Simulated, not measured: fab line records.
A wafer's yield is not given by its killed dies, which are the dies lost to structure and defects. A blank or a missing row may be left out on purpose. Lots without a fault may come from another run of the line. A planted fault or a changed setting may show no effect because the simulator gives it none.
Which tool did it? | flow nand harc | 12 lots, 36 wafers sampled, at 4 steps of a route of 1302

## WHAT EACH GAUGE READ, for each wafer
NHARC_P_BONDPAD_CD_MEAS_13.
lot  | measured     | on        | cd nm (nm)
L075 | day 7 04:23  | cd sem-01 | 497.3 496.2 499.1
L077 | day 8 06:14  | cd sem-03 | 503.4 498.7 501.7
L079 | day 8 17:41  | cd sem-03 | 498.3 498.7 500.9
L081 | day 9 15:11  | cd sem-03 | 496.1 497.7 499.6
L084 | day 10 15:02 | cd sem-02 | 499.0 499.3 496.7
L085 | day 11 03:05 | cd sem-02 | 497.5 494.8 495.7
L087 | day 12 17:12 | cd sem-02 | 495.4 500.4 499.0
L089 | day 12 19:30 | cd sem-01 | 499.3 499.4 498.4
L091 | day 13 18:22 | cd sem-03 | 499.1 498.3 500.4
L093 | day 14 10:11 | cd sem-02 | 497.9 493.7 498.0
L095 | day 15 09:55 | cd sem-01 | 499.3 497.6 496.7
L097 | day 16 02:43 | cd sem-01 | 497.3 500.0 499.0

## EACH LOT AND THE TOOL THAT RAN IT (in order: tool; ch and the chambers of the sampled wafers; start)
lot  | NHARC_P_M2_ETCH_35                 | NHARC_P_M2_PRE_CLEAN_32         | NHARC_P_BONDPAD_DEP_00
L075 | rie diel-08 ch 1,2, day 6 23:35    | pecvd-01 ch 0,1,2, day 7 02:08  | pecvd-02 ch 0,1, day 7 02:40
L077 | rie diel-08 ch 0,1,3, day 8 01:17  | pecvd-01 ch 1,2, day 8 03:59    | pecvd-03 ch 0,1,2, day 8 04:31
L079 | rie diel-08 ch 1,2, day 8 12:54    | pecvd-03 ch 0,1,2, day 8 15:28  | pecvd-01 ch 0,1,2, day 8 15:56
L081 | rie diel-09 ch 0,1,2, day 9 10:29  | pecvd-02 ch 0,2, day 9 13:02    | pecvd-03 ch 0,2, day 9 13:37
L084 | rie diel-02 ch 2,3, day 10 10:14   | pecvd-01 ch 0,1, day 10 12:56   | pecvd-03 ch 0,1, day 10 13:27
L085 | rie diel-08 ch 0,2,3, day 10 22:17 | pecvd-02 ch 0,2, day 11 00:50   | pecvd-03 ch 0,1,2, day 11 01:23
L087 | rie diel-08 ch 1,2, day 12 12:28   | pecvd-02 ch 0,1,2, day 12 15:04 | pecvd-03 ch 0,1, day 12 15:38
L089 | rie diel-02 ch 1,2,3, day 12 14:41 | pecvd-02 ch 0,2, day 12 17:14   | pecvd-02 ch 0,1,2, day 12 19:30 or earlier
L091 | rie diel-08 ch 0,1,3, day 13 13:31 | pecvd-01 ch 0,2, day 13 16:07   | pecvd-03 ch 1,2, day 13 16:38
L093 | rie diel-02 ch 0,1, day 14 05:22   | pecvd-03 ch 0,1, day 14 08:05   | pecvd-03 ch 0,1,2, day 14 10:11 or earlier
L095 | rie diel-09 ch 0,1,2, day 15 05:13 | pecvd-01 ch 0,2, day 15 07:50   | pecvd-02 ch 0,1, day 15 08:23
L097 | rie diel-08 ch 1,2,3, day 15 21:55 | pecvd-01 ch 0,1,2, day 16 00:28 | pecvd-03 ch 0,2, day 16 01:01
- NHARC_P_M2_ETCH_35: etches the open film in N2/H2, target depth 40 nm, overetch 12 nm, time 43.94 s.
- NHARC_P_M2_PRE_CLEAN_32: time 12 s.
- NHARC_P_BONDPAD_DEP_00: deposits SiCN, target thk 250 nm.

## THE ANSWER, worked out from the rows above alone
Rule: what is usual is taken from the lots themselves. Put in order of their means at a reading, lots are off if they are a third of the lots or fewer, leave a main group of 4 or more, and stand apart from it by a gap of 3 or more times the standard deviation of the main group's means; of several such gaps the widest counts. Not used: any main group whose means are identical at the precision the tables above print for the reading. A lot without any number at a reading at which 4 lots or more have one is off too. Any other lot the step has rows for is counted as sound.
No lot is off on any of the readings shown, so nothing can be concluded from this.

## WHAT HAD BEEN PUT IN BY THE SIMULATOR
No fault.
